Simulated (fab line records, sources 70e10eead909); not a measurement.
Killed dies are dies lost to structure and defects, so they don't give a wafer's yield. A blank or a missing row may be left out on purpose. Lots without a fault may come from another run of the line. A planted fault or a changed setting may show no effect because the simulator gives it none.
A struck lot beside a sound one | flow nand_harc | 15 steps out of a route of 1302
Sound: wafers L173.1, L173.3, L173.4. Struck: wafers L175.1, L175.2, L175.4. The cause comes at the end.
At each step with rows: each side's tool, then ch and its chambers, then its first start. Under that, the readings that differ: sound wafers | struck wafers | difference of the means | sigmas: that difference in standard deviations of wafers without a fault.
alike: readings whose means differ by less than 2 such deviations, and words and numbers that are the same on both sides. not compared: withheld readings, readings that some wafer has no value for, bounds like >300 that may hide the same value, and numbers for which the record gives no deviation and whose values overlap.
The two part at a step that has a row with sigmas, a row that says differs or no value, or rows on one side only. Numbers that don't overlap but have no deviation are shown without sigmas and don't part them. A reading that every wafer of one side lacks parts them only if that side has two wafers or more.

first, 4 steps without rows for these wafers: NHARC_A_ZERO_WELL_STRIP_14 (strips in SPM, time 900 s); NHARC_A_ZERO_WELL_IMPLANT_15; NHARC_A_ZERO_WELL_PRECLEAN_22 (cleans in SC1, time 60 s); NHARC_A_ZERO_WELL_SRD_23.
NHARC_A_ZERO_WELL_RTA_16: time 10 s.
  sound on rtp_anneal-02 ch 0, day 11 11:14; struck on rtp_anneal-01 ch 0, day 11 20:28
  alike: lamp_power_pct, wafer_temp_C_max
NHARC_A_ZERO_WELL_INSPECT_17:
  sound on defect_inspect-01, day 11 11:26; struck on defect_inspect-01, day 11 20:40
  alike: raw_defect_count
then, 3 steps without rows for these wafers: NHARC_A_SOURCE_PLATE_PRECLEAN_00 (cleans in HF-LAST, time 60 s); NHARC_A_SOURCE_PLATE_SRD_01; NHARC_A_SOURCE_PLATE_OXIDE_02 (material SiO2, target thk 10 nm, ox time 1362 s).
NHARC_A_SOURCE_PLATE_THK_MEAS_09: measures by ellipsometry.
  sound on film_metro-02, day 11 18:13; struck on film_metro-02, day 12 02:02
  alike: thk_nm
then, 1 step without rows for these wafers: NHARC_A_SOURCE_PLATE_PVD_04 (deposits WSi2, target thk 50 nm).
NHARC_A_SOURCE_PLATE_CVD_03: deposits poly-Si, target thk 200 nm, time 4000 s.
  sound on lpcvd_poly-02 ch 0, day 11 20:48; struck on lpcvd_poly-04 ch 0, day 12 04:36
  reading                  | sound             | struck            | difference | sigmas
  spike_tc_bottom_C (C)    | 641 642 642       | 653 652 653       | +11        | +3
  spike_tc_centre_C (C)    | 618.7 620.4 619.9 | 636.3 636.0 635.7 | +16.3      | +10
  spike_tc_lower_C (C)     | 619.6 619.9 620.2 | 631.9 633.8 632.3 | +12.8      | +12
  spike_tc_top_C (C)       | 641.7 641.6 642.8 | 653.2 653.1 653.0 | +11.1      | +8
  spike_tc_upper_C (C)     | 620.9 619.2 619.4 | 634.5 632.9 633.1 | +13.7      | +11
  zone_power_top_pct (%)   | 16.7 17.0 16.7    | 19.6 19.4 19.1    | +2.6       | +4
  zone_power_upper_pct (%) | 8.52 8.52 8.31    | 8.69 8.68 8.69    | +0.24      | +2
  alike: tube_center_temp_C
then, 1 step without rows for these wafers: NHARC_A_SOURCE_PLATE_ANNEAL_05 (time 1800 s).
NHARC_A_SOURCE_PLATE_THK_MEAS_06: measures by ellipsometry.
  sound on film_metro-02, day 12 06:49; struck on film_metro-01, day 12 16:47
  reading     | sound             | struck            | difference | sigmas
  thk_nm (nm) | 195.8 196.6 195.5 | 271.5 271.9 274.3 | +76.6      | +35
  not compared: hold
then, 1 step without rows for these wafers: NHARC_END_SORT_01.

WHERE THEY PART
First at NHARC_A_SOURCE_PLATE_CVD_03; last, within this record, at NHARC_A_SOURCE_PLATE_THK_MEAS_06.

WHY: what the simulator had put in
Process parameter drift: lpcvd_poly-04, from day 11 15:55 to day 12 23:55, at NHARC_A_SOURCE_PLATE_CVD_03. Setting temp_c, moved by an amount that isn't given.
